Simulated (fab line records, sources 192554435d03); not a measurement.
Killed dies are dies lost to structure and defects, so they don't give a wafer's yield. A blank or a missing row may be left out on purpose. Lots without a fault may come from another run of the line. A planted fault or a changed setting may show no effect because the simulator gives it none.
Chamber matching | flow n5_finfet | N5_BEOL_M4_CMP_52 on cmp-03: 4 sister chambers
The step polishes, stops on SiOC, t overpolish 6.8 s, target thk 40 nm. 4 wafers are shown with their chamber, then 7 later ones without.

WAFERS WITH THEIR CHAMBER
wafer  | chamber | time_to_endpoint_s (s)
L877.2 | 0       | 64
L877.4 | 1       | 66
L878.2 | 2       | 58
L879.6 | 3       | 56

WAFERS WITHOUT THEIR CHAMBER
wafer  | time_to_endpoint_s (s)
L881.6 | 60
L891.2 | 68
L891.3 | 69
L891.4 | 61
L892.2 | 66
L892.4 | 67
L892.5 | 63

WHICH CHAMBER EACH WENT THROUGH
wafer  | from the rows above               | in truth
L881.6 | can't be placed: 2 or 0 or 3      | 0
L891.2 | can't be placed: 1 or 0           | 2
L891.3 | can't be placed: 1 or 0           | 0
L891.4 | can't be placed: 0 or 2 or 1 or 3 | 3
L892.2 | can't be placed: 1 or 0           | 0
L892.4 | can't be placed: 1 or 0           | 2
L892.5 | can't be placed: 0 or 1           | 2
Placed correctly: 0 of 7. Can't be placed from these rows: 7 (the true chamber is among the candidates in 4). Placed wrongly: 0.
How it was worked out, from the rows above alone: a wafer's distance from a chamber is the root of the sum, over the readings, of the square of ((its reading less the chamber's mean) divided by the reading's scatter). The wafer belongs to the nearest chamber; if the next one is less than 2 further off, it can't be placed. A chamber's mean is the mean of its shown wafers. The scatter: with one shown wafer a chamber, the root of the mean of the squares of how far each hidden wafer lies from its nearest shown one.
